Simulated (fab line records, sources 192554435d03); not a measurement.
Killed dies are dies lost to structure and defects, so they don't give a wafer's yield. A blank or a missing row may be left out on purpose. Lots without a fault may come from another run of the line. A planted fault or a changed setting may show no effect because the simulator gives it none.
Which tool did it? | flow n5_finfet | 21 lots, 63 wafers sampled, at 6 steps of a route of 1938

WHAT THE GAUGES READ, wafer by wafer
The record holds no reading of a measuring or inspecting step that can be judged against a usual standard deviation.

WHICH TOOL RAN EACH LOT (tool, then ch and the chambers of the sampled wafers, then the start)
lot  | N5_BEOL_M4_STRIP_36                | N5_BEOL_M4_ETCH_41                            | N5_BEOL_M4_STRIP_97                           | N5_BEOL_M4_ALD_84                   | N5_BEOL_M4_SPUTTER_90        | N5_BEOL_M4_SPUTTER_96
L074 | rie_diel-02 ch 0,2,3, day 9 00:01  | rie_diel-02 ch 0,2,3, day 9 00:39 or earlier  | rie_diel-02 ch 0,2,3, day 9 00:39 or earlier  | ald_metal-04 ch 0,1,3, day 9 00:39  | pvd_sputter-02, day 9 02:20  | pvd_sputter-02, day 9 02:59
L075 | rie_diel-02 ch 0,3, day 9 11:43    | rie_diel-02 ch 0,3, day 9 14:38 or earlier    | rie_diel-02 ch 0,3, day 9 14:38 or earlier    | ald_metal-03 ch 0,1,3, day 9 14:38  | pvd_sputter-02, day 9 16:17  | pvd_sputter-02, day 9 16:56
L077 | rie_diel-02 ch 0,1,3, day 9 23:46  | rie_diel-02 ch 0,1,3, day 10 00:27 or earlier | rie_diel-02 ch 0,1,3, day 10 00:27 or earlier | ald_metal-01 ch 0,1,3, day 10 00:27 | pvd_sputter-01, day 10 01:59 | pvd_sputter-01, day 10 02:39
L076 | rie_diel-02 ch 0,1,2, day 10 08:16 | rie_diel-02 ch 0,1,2, day 10 09:02 or earlier | rie_diel-02 ch 0,1,2, day 10 09:02 or earlier | ald_metal-01 ch 1,2,3, day 10 09:02 | pvd_sputter-01, day 10 10:38 | pvd_sputter-01, day 10 11:17
L078 | rie_diel-04 ch 0,1,2, day 10 17:57 | rie_diel-04 ch 0,1,2, day 10 18:28 or earlier | rie_diel-04 ch 0,1,2, day 10 18:28 or earlier | ald_metal-01 ch 0,1, day 10 18:28   | pvd_sputter-01, day 10 20:09 | pvd_sputter-01, day 10 20:49
L079 | rie_diel-05 ch 0,1,3, day 11 04:23 | rie_diel-05 ch 0,1,3, day 11 05:05 or earlier | rie_diel-05 ch 0,1,3, day 11 05:05 or earlier | ald_metal-01 ch 1,2,3, day 11 05:05 | pvd_sputter-01, day 11 08:26 | pvd_sputter-01, day 11 09:06
L081 | rie_diel-04 ch 0,1,3, day 12 20:52 | rie_diel-04 ch 0,1,3, day 12 21:59 or earlier | rie_diel-04 ch 0,1,3, day 12 21:59 or earlier | ald_metal-03 ch 1,2,3, day 12 21:59 | pvd_sputter-01, day 12 23:38 | pvd_sputter-01, day 13 00:17
L083 | rie_diel-02 ch 0,1,3, day 13 19:10 | rie_diel-02 ch 0,1,3, day 13 19:44 or earlier | rie_diel-02 ch 0,1,3, day 13 19:44 or earlier | ald_metal-03 ch 1,2,3, day 13 19:44 | pvd_sputter-02, day 13 21:17 | pvd_sputter-02, day 13 21:57
L084 | rie_diel-05 ch 0,1, day 14 06:04   | rie_diel-05 ch 0,1, day 14 06:44 or earlier   | rie_diel-05 ch 0,1, day 14 06:44 or earlier   | ald_metal-04 ch 1,2, day 14 06:44   | pvd_sputter-01, day 14 08:20 | pvd_sputter-01, day 14 09:00
L085 | rie_diel-04 ch 0,2,3, day 14 06:19 | rie_diel-04 ch 0,2,3, day 14 07:05 or earlier | rie_diel-04 ch 0,2,3, day 14 07:05 or earlier | ald_metal-01 ch 0,2,3, day 14 07:05 | pvd_sputter-03, day 14 10:20 | pvd_sputter-03, day 14 11:00
L087 | rie_diel-02 ch 1,2,3, day 15 05:49 | rie_diel-02 ch 1,2,3, day 15 07:01 or earlier | rie_diel-02 ch 1,2,3, day 15 07:01 or earlier | ald_metal-03 ch 0,2,3, day 15 07:01 | pvd_sputter-03, day 15 08:44 | pvd_sputter-03, day 15 09:23
L090 | rie_diel-02 ch 0,1,2, day 15 09:57 | rie_diel-02 ch 0,1,2, day 15 10:47 or earlier | rie_diel-02 ch 0,1,2, day 15 10:47 or earlier | ald_metal-04 ch 0,3, day 15 10:47   | pvd_sputter-01, day 15 13:25 | pvd_sputter-01, day 15 14:04
L088 | rie_diel-05 ch 0,3, day 15 13:00   | rie_diel-05 ch 0,3, day 15 13:52 or earlier   | rie_diel-05 ch 0,3, day 15 13:52 or earlier   | ald_metal-03 ch 1,2,3, day 15 13:52 | pvd_sputter-02, day 15 17:04 | pvd_sputter-02, day 15 17:44
L097 | rie_diel-02 ch 1,3, day 15 22:55   | rie_diel-02 ch 1,3, day 16 01:01 or earlier   | rie_diel-02 ch 1,3, day 16 01:01 or earlier   | ald_metal-01 ch 1,2, day 16 01:01   | pvd_sputter-03, day 16 02:37 | pvd_sputter-03, day 16 03:17
L095 | rie_diel-02 ch 0,1,2, day 16 03:28 | rie_diel-02 ch 0,1,2, day 16 04:32 or earlier | rie_diel-02 ch 0,1,2, day 16 04:32 or earlier | ald_metal-01 ch 1,2, day 16 04:32   | pvd_sputter-02, day 16 06:10 | pvd_sputter-02, day 16 06:50
L092 | rie_diel-05 ch 0,1,3, day 16 21:33 | rie_diel-05 ch 0,1,3, day 16 22:03 or earlier | rie_diel-05 ch 0,1,3, day 16 22:03 or earlier | ald_metal-04 ch 0,1, day 16 22:03   | pvd_sputter-01, day 16 23:35 | pvd_sputter-01, day 17 00:15
L094 | rie_diel-05 ch 1,2,3, day 17 00:21 | rie_diel-05 ch 1,2,3, day 17 01:02 or earlier | rie_diel-05 ch 1,2,3, day 17 01:02 or earlier | ald_metal-01 ch 1,2,3, day 17 01:02 | pvd_sputter-01, day 17 04:18 | pvd_sputter-01, day 17 04:58
L089 | rie_diel-04 ch 0,1,2, day 17 03:01 | rie_diel-04 ch 0,1,2, day 17 03:46 or earlier | rie_diel-04 ch 0,1,2, day 17 03:46 or earlier | ald_metal-01 ch 0,1,3, day 17 03:46 | pvd_sputter-03, day 17 05:19 | pvd_sputter-03, day 17 05:59
L093 | rie_diel-05 ch 1,2,3, day 17 03:08 | rie_diel-05 ch 1,2,3, day 17 03:49 or earlier | rie_diel-05 ch 1,2,3, day 17 03:49 or earlier | ald_metal-03 ch 0,1, day 17 03:49   | pvd_sputter-02, day 17 05:29 | pvd_sputter-02, day 17 06:09
L082 | rie_diel-04 ch 2,3, day 17 10:57   | rie_diel-04 ch 2,3, day 17 11:40 or earlier   | rie_diel-04 ch 2,3, day 17 11:40 or earlier   | ald_metal-03 ch 2,3, day 17 11:40   | pvd_sputter-02, day 17 13:52 | pvd_sputter-02, day 17 14:31
L096 | rie_diel-05 ch 1,2,3, day 17 10:59 | rie_diel-05 ch 1,2,3, day 17 11:52 or earlier | rie_diel-05 ch 1,2,3, day 17 11:52 or earlier | ald_metal-01 ch 0,1,3, day 17 11:52 | pvd_sputter-01, day 17 15:03 | pvd_sputter-01, day 17 15:43
- N5_BEOL_M4_STRIP_36: strips in N2/H2.
- N5_BEOL_M4_ETCH_41: etches SiCN in CH3F/O2, target depth 29.9 nm, time 52.5 s.
- N5_BEOL_M4_STRIP_97: strips in N2/H2, time 10 s.
- N5_BEOL_M4_ALD_84: deposits TaN, pulse time 2 s, purge time 3 s, co reactant purge time 2 s.
- N5_BEOL_M4_SPUTTER_90: material Cu, target thk 4.5 nm, time 8.29 s.
- N5_BEOL_M4_SPUTTER_96: material Cu, target thk 4.5 nm, time 8.29 s.

WHAT THE TOOLS THEMSELVES READ (means of the sampled wafers that have a number; where no wafer has one, the mark that the record gives instead)
N5_BEOL_M4_STRIP_36.
lot  | tool        | bias_power_w (W) | chamber_pressure_mTorr (mTorr) | drypump_motor_current_A (A) | oes_product_au (a.u.) | power_w (W) | rf_vpp_V (V) | showerhead_plenum_p_Torr (Torr) | throttle_valve_pct (%)
L074 | rie_diel-02 | 6.986            | 19.97                          | 5.6                         | 0.75                  | 450.9       | 60.3         | 2.51                            | 23.78
L075 | rie_diel-02 | 7.006            | 20.00                          | 5.6                         | 0.73                  | 449.0       | 59.3         | 2.42                            | 23.62
L077 | rie_diel-02 | 7.005            | 19.99                          | 5.7                         | 0.73                  | 451.1       | 59.7         | 2.49                            | 23.65
L076 | rie_diel-02 | 7.012            | 20.00                          | 5.7                         | 0.73                  | 450.0       | 57.9         | 2.57                            | 23.70
L078 | rie_diel-04 | 7.021            | 19.97                          | 5.6                         | 0.82                  | 450.6       | 58.7         | 2.56                            | 23.65
L079 | rie_diel-05 | 7.011            | 20.02                          | 6.1                         | 0.82                  | 449.5       | 58.1         | 2.64                            | 23.75
L081 | rie_diel-04 | 6.969            | 20.02                          | 5.6                         | 0.90                  | 450.8       | 59.7         | 2.58                            | 23.75
L083 | rie_diel-02 | 7.020            | 20.01                          | 5.7                         | 0.71                  | 450.5       | 60.7         | 2.48                            | 23.69
L084 | rie_diel-05 | 7.016            | 20.00                          | 5.7                         | 0.86                  | 450.7       | 59.4         | 2.67                            | 23.80
L085 | rie_diel-04 | 6.990            | 19.99                          | 5.5                         | 0.92                  | 450.0       | 58.5         | 2.59                            | 23.52
L087 | rie_diel-02 | 6.997            | 20.00                          | 5.6                         | 0.72                  | 449.7       | 58.9         | 2.56                            | 23.85
L090 | rie_diel-02 | 6.988            | 20.00                          | 5.7                         | 0.71                  | 451.0       | 58.0         | 2.55                            | 23.75
L088 | rie_diel-05 | 7.016            | 20.00                          | 6.4                         | 0.78                  | 450.1       | 58.7         | 2.59                            | 23.86
L097 | rie_diel-02 | 6.995            | 20.02                          | 5.7                         | 0.70                  | 450.8       | 59.5         | 2.54                            | 23.74
L095 | rie_diel-02 | 7.007            | 19.97                          | 5.7                         | 0.70                  | 450.4       | 58.4         | 2.55                            | 23.76
L092 | rie_diel-05 | 6.995            | 20.03                          | 6.1                         | 0.77                  | 450.4       | 59.7         | 2.63                            | 23.80
L094 | rie_diel-05 | 6.994            | 20.00                          | 5.9                         | 0.81                  | 450.1       | 58.9         | 2.63                            | 23.67
L089 | rie_diel-04 | 7.014            | 20.00                          | 5.6                         | 0.85                  | 450.4       | 59.2         | 2.54                            | 23.57
L093 | rie_diel-05 | 7.015            | 19.97                          | 5.9                         | 0.81                  | 450.9       | 58.7         | 2.63                            | 23.69
L082 | rie_diel-04 | 7.020            | 20.00                          | 5.2                         | 0.90                  | 451.2       | 57.9         | 2.55                            | 23.60
L096 | rie_diel-05 | 6.981            | 20.02                          | 5.9                         | 0.80                  | 450.3       | 59.4         | 2.63                            | 23.68

N5_BEOL_M4_ETCH_41.
lot  | tool        | chamber_pressure_mTorr (mTorr) | drypump_motor_current_A (A) | oes_product_au (a.u.) | rf_vpp_V (V) | showerhead_plenum_p_Torr (Torr) | throttle_valve_pct (%)
L074 | rie_diel-02 | 29.985                         | 5.7                         | 0.76                  | 296.8        | 1.97                            | 16.39
L075 | rie_diel-02 | 29.977                         | 5.6                         | 0.71                  | 295.1        | 1.91                            | 16.38
L077 | rie_diel-02 | 29.984                         | 5.7                         | 0.73                  | 296.6        | 1.97                            | 16.39
L076 | rie_diel-02 | 29.988                         | 5.7                         | 0.73                  | 297.7        | 2.02                            | 16.36
L078 | rie_diel-04 | 29.983                         | 5.6                         | 0.83                  | 298.7        | 2.01                            | 16.36
L079 | rie_diel-05 | 30.000                         | 6.1                         | 0.82                  | 299.2        | 2.07                            | 16.26
L081 | rie_diel-04 | 29.970                         | 5.6                         | 0.89                  | 298.1        | 2.03                            | 16.23
L083 | rie_diel-02 | 30.000                         | 5.6                         | 0.71                  | 296.1        | 1.96                            | 16.45
L084 | rie_diel-05 | 30.005                         | 5.7                         | 0.87                  | 298.7        | 2.10                            | 16.14
L085 | rie_diel-04 | 29.997                         | 5.4                         | 0.93                  | 298.4        | 2.04                            | 16.10
L087 | rie_diel-02 | 29.996                         | 5.6                         | 0.72                  | 297.8        | 2.01                            | 16.49
L090 | rie_diel-02 | 30.028                         | 5.7                         | 0.71                  | 298.0        | 2.01                            | 16.42
L088 | rie_diel-05 | 30.017                         | 6.4                         | 0.78                  | 298.0        | 2.03                            | 16.37
L097 | rie_diel-02 | 30.010                         | 5.7                         | 0.71                  | 297.5        | 2.01                            | 16.49
L095 | rie_diel-02 | 29.975                         | 5.6                         | 0.70                  | 297.5        | 2.01                            | 16.44
L092 | rie_diel-05 | 30.006                         | 6.1                         | 0.78                  | 298.9        | 2.06                            | 16.32
L094 | rie_diel-05 | 30.018                         | 6.0                         | 0.81                  | 298.3        | 2.07                            | 16.34
L089 | rie_diel-04 | 30.022                         | 5.6                         | 0.86                  | 296.8        | 2.00                            | 16.27
L093 | rie_diel-05 | 30.013                         | 5.9                         | 0.81                  | 297.7        | 2.07                            | 16.34
L082 | rie_diel-04 | 30.004                         | 5.1                         | 0.90                  | 297.0        | 2.01                            | 16.14
L096 | rie_diel-05 | 30.018                         | 5.9                         | 0.80                  | 298.1        | 2.07                            | 16.35

N5_BEOL_M4_STRIP_97.
lot  | tool        | bias_power_w (W) | chamber_pressure_mTorr (mTorr) | drypump_motor_current_A (A) | oes_product_au (a.u.) | rf_vpp_V (V) | showerhead_plenum_p_Torr (Torr) | throttle_valve_pct (%)
L074 | rie_diel-02 | 7.006            | 20.002                         | 5.6                         | 0.75                  | 60.0         | 2.51                            | 23.76
L075 | rie_diel-02 | 7.020            | 20.011                         | 5.6                         | 0.72                  | 59.3         | 2.42                            | 23.60
L077 | rie_diel-02 | 7.001            | 20.000                         | 5.7                         | 0.73                  | 58.7         | 2.49                            | 23.65
L076 | rie_diel-02 | 7.016            | 20.008                         | 5.7                         | 0.74                  | 59.3         | 2.57                            | 23.69
L078 | rie_diel-04 | 6.994            | 19.992                         | 5.6                         | 0.83                  | 59.2         | 2.56                            | 23.65
L079 | rie_diel-05 | 6.981            | 20.000                         | 6.1                         | 0.83                  | 59.2         | 2.64                            | 23.77
L081 | rie_diel-04 | 6.990            | 20.003                         | 5.6                         | 0.89                  | 59.3         | 2.58                            | 23.75
L083 | rie_diel-02 | 7.021            | 19.996                         | 5.6                         | 0.71                  | 59.2         | 2.48                            | 23.68
L084 | rie_diel-05 | 7.018            | 19.997                         | 5.7                         | 0.86                  | 60.2         | 2.67                            | 23.80
L085 | rie_diel-04 | 6.998            | 20.006                         | 5.5                         | 0.93                  | 58.7         | 2.59                            | 23.51
L087 | rie_diel-02 | 7.004            | 19.995                         | 5.7                         | 0.73                  | 59.7         | 2.56                            | 23.86
L090 | rie_diel-02 | 6.995            | 19.987                         | 5.6                         | 0.71                  | 58.3         | 2.55                            | 23.74
L088 | rie_diel-05 | 7.003            | 20.012                         | 6.4                         | 0.78                  | 59.3         | 2.59                            | 23.85
L097 | rie_diel-02 | 6.981            | 19.996                         | 5.7                         | 0.70                  | 58.7         | 2.54                            | 23.74
L095 | rie_diel-02 | 7.020            | 19.995                         | 5.7                         | 0.70                  | 60.3         | 2.55                            | 23.75
L092 | rie_diel-05 | 7.000            | 19.991                         | 6.1                         | 0.78                  | 59.6         | 2.63                            | 23.80
L094 | rie_diel-05 | 6.989            | 20.009                         | 5.9                         | 0.81                  | 59.1         | 2.63                            | 23.67
L089 | rie_diel-04 | 7.020            | 19.991                         | 5.6                         | 0.87                  | 59.4         | 2.54                            | 23.59
L093 | rie_diel-05 | 6.990            | 19.984                         | 5.9                         | 0.80                  | 59.9         | 2.63                            | 23.68
L082 | rie_diel-04 | 6.987            | 20.010                         | 5.1                         | 0.90                  | 59.7         | 2.55                            | 23.60
L096 | rie_diel-05 | 6.997            | 19.995                         | 6.0                         | 0.80                  | 59.4         | 2.63                            | 23.68

N5_BEOL_M4_ALD_84.
lot  | tool         | heater_power_w (W)
L074 | ald_metal-04 | 436
L075 | ald_metal-03 | 383
L077 | ald_metal-01 | 375
L076 | ald_metal-01 | 375
L078 | ald_metal-01 | 370
L079 | ald_metal-01 | 374
L081 | ald_metal-03 | 401
L083 | ald_metal-03 | 393
L084 | ald_metal-04 | 416
L085 | ald_metal-01 | 368
L087 | ald_metal-03 | 407
L090 | ald_metal-04 | 441
L088 | ald_metal-03 | 391
L097 | ald_metal-01 | 389
L095 | ald_metal-01 | 395
L092 | ald_metal-04 | 418
L094 | ald_metal-01 | 369
L089 | ald_metal-01 | 354
L093 | ald_metal-03 | 348
L082 | ald_metal-03 | 430
L096 | ald_metal-01 | 350

N5_BEOL_M4_SPUTTER_90.
lot  | tool           | chuck_sensor_temp_C (C) | throttle_valve_pct (%)
L074 | pvd_sputter-02 | -17.5                   | 30.2
L075 | pvd_sputter-02 | -16.4                   | 28.7
L077 | pvd_sputter-01 | -16.0                   | 30.3
L076 | pvd_sputter-01 | -16.4                   | 30.4
L078 | pvd_sputter-01 | -15.6                   | 29.4
L079 | pvd_sputter-01 | -15.9                   | 30.2
L081 | pvd_sputter-01 | -16.3                   | 29.7
L083 | pvd_sputter-02 | -16.9                   | 29.8
L084 | pvd_sputter-01 | -15.9                   | 30.2
L085 | pvd_sputter-03 | -16.1                   | 29.3
L087 | pvd_sputter-03 | -16.0                   | 29.2
L090 | pvd_sputter-01 | -16.5                   | 30.4
L088 | pvd_sputter-02 | -17.5                   | 30.0
L097 | pvd_sputter-03 | -15.7                   | 28.7
L095 | pvd_sputter-02 | -16.8                   | 29.5
L092 | pvd_sputter-01 | -16.3                   | 29.5
L094 | pvd_sputter-01 | -15.5                   | 29.9
L089 | pvd_sputter-03 | -15.9                   | 28.9
L093 | pvd_sputter-02 | -16.7                   | 29.9
L082 | pvd_sputter-02 | -16.1                   | 29.8
L096 | pvd_sputter-01 | -15.9                   | 28.9

N5_BEOL_M4_SPUTTER_96.
lot  | tool           | chuck_sensor_temp_C (C) | throttle_valve_pct (%)
L074 | pvd_sputter-02 | -17.5                   | 30.3
L075 | pvd_sputter-02 | -16.5                   | 28.7
L077 | pvd_sputter-01 | -16.0                   | 30.2
L076 | pvd_sputter-01 | -16.4                   | 30.4
L078 | pvd_sputter-01 | -15.9                   | 29.2
L079 | pvd_sputter-01 | -16.0                   | 30.5
L081 | pvd_sputter-01 | -16.1                   | 29.8
L083 | pvd_sputter-02 | -16.9                   | 29.9
L084 | pvd_sputter-01 | -15.9                   | 30.1
L085 | pvd_sputter-03 | -16.1                   | 29.0
L087 | pvd_sputter-03 | -16.0                   | 29.3
L090 | pvd_sputter-01 | -16.3                   | 30.2
L088 | pvd_sputter-02 | -17.5                   | 30.2
L097 | pvd_sputter-03 | -15.7                   | 28.8
L095 | pvd_sputter-02 | -16.9                   | 29.6
L092 | pvd_sputter-01 | -16.1                   | 29.3
L094 | pvd_sputter-01 | -15.6                   | 29.8
L089 | pvd_sputter-03 | -15.9                   | 28.9
L093 | pvd_sputter-02 | -16.7                   | 30.0
L082 | pvd_sputter-02 | -16.1                   | 29.6
L096 | pvd_sputter-01 | -15.8                   | 29.0

THE ANSWER, worked out from the rows above alone
Rule: what is usual is taken from the lots themselves. Put in order of their means at a reading, lots are off if they are a third of the lots or fewer, leave a main group of 4 or more, and stand apart from it by a gap of 3 or more times the standard deviation of the main group's means; of several such gaps the widest counts. A main group whose means are all the same, to the digits that the tables above print for the reading, isn't used. A lot without any number at a reading at which 4 lots or more have one is off too. The other lots that the step has rows for count as sound. The gauges are gone through in route order, then the tools' own readings, and for those a lot's mean is taken as printed above. The first step at which some lot is off is used, and at that step the reading that is off furthest; a lot without a number counts as furthest.
No lot is off at any reading shown: from this, nothing can be told.

WHAT THE SIMULATOR HAD PUT IN
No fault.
